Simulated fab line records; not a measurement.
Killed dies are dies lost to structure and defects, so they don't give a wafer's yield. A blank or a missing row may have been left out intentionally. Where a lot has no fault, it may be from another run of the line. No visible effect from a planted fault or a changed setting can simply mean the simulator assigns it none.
Chamber matching :: flow n5-finfet :: 4 sister chambers for N5_GATE_CUT_ALD_22 on ald-sin-01
The step deposits SiNx, target thk 16 nm, pulse time 1 s, ald cycles 320. 8 wafers are shown with their chamber, then 9 later ones without.

== EACH WAFER AND ITS CHAMBER ==
wafer: L079.2
chamber: 1
heater-power-w (W): 801
precursor-pulse-height-rel: 0.995

wafer: L081.5
chamber: 2
heater-power-w (W): 867
precursor-pulse-height-rel: 1.000

wafer: L086.1
chamber: 1
heater-power-w (W): 826
precursor-pulse-height-rel: 0.989

wafer: L086.6
chamber: 3
heater-power-w (W): 829
precursor-pulse-height-rel: 0.972

wafer: L087.3
chamber: 2
heater-power-w (W): 910
precursor-pulse-height-rel: 1.022

wafer: L088.1
chamber: 0
heater-power-w (W): 979
precursor-pulse-height-rel: 0.990

wafer: L088.5
chamber: 3
heater-power-w (W): 884
precursor-pulse-height-rel: 0.981

wafer: L088.6
chamber: 0
heater-power-w (W): 949
precursor-pulse-height-rel: 1.011

== WAFERS WITHOUT THEIR CHAMBER ==
wafer: L089.2
heater-power-w (W): 960
precursor-pulse-height-rel: 0.974

wafer: L089.5
heater-power-w (W): 833
precursor-pulse-height-rel: 1.006

wafer: L089.6
heater-power-w (W): 955
precursor-pulse-height-rel: 1.028

wafer: L090.1
heater-power-w (W): 867
precursor-pulse-height-rel: 0.994

wafer: L090.3
heater-power-w (W): 859
precursor-pulse-height-rel: 1.011

wafer: L090.4
heater-power-w (W): 804
precursor-pulse-height-rel: 0.979

wafer: L093.1
heater-power-w (W): 862
precursor-pulse-height-rel: 1.005

wafer: L093.2
heater-power-w (W): 931
precursor-pulse-height-rel: 1.029

wafer: L093.4
heater-power-w (W): 887
precursor-pulse-height-rel: 1.012

== THE CHAMBER EACH PASSED THROUGH ==
wafer: L089.2
from the rows above: can't be placed: 0 or 3 or 2
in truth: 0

wafer: L089.5
from the rows above: can't be placed: 1 or 2 or 3
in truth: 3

wafer: L089.6
from the rows above: can't be placed: 0 or 2
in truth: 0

wafer: L090.1
from the rows above: can't be placed: 3 or 2 or 1 or 0
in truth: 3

wafer: L090.3
from the rows above: can't be placed: 2 or 1 or 3
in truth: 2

wafer: L090.4
from the rows above: can't be placed: 1 or 3
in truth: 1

wafer: L093.1
from the rows above: can't be placed: 2 or 1 or 3
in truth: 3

wafer: L093.2
from the rows above: can't be placed: 2 or 0
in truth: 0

wafer: L093.4
from the rows above: 2
in truth: 2
Correct placement for 1 of the 9. Unplaceable from these rows: 8, with the true chamber sitting among the candidates in 8. Placed wrongly: 0.
How it was worked out, from the rows above alone: a wafer's distance from a chamber is the root of the sum, over the readings, of the square of ((its reading less the chamber's mean) divided by the reading's scatter). The wafer belongs to the nearest chamber; if the next one is less than 2 further off, it can't be placed. A chamber's mean is the mean of its shown wafers. The scatter: the root of (the sum of the squares of (reading less its chamber's mean) over the shown wafers, divided by (wafers less chambers)).
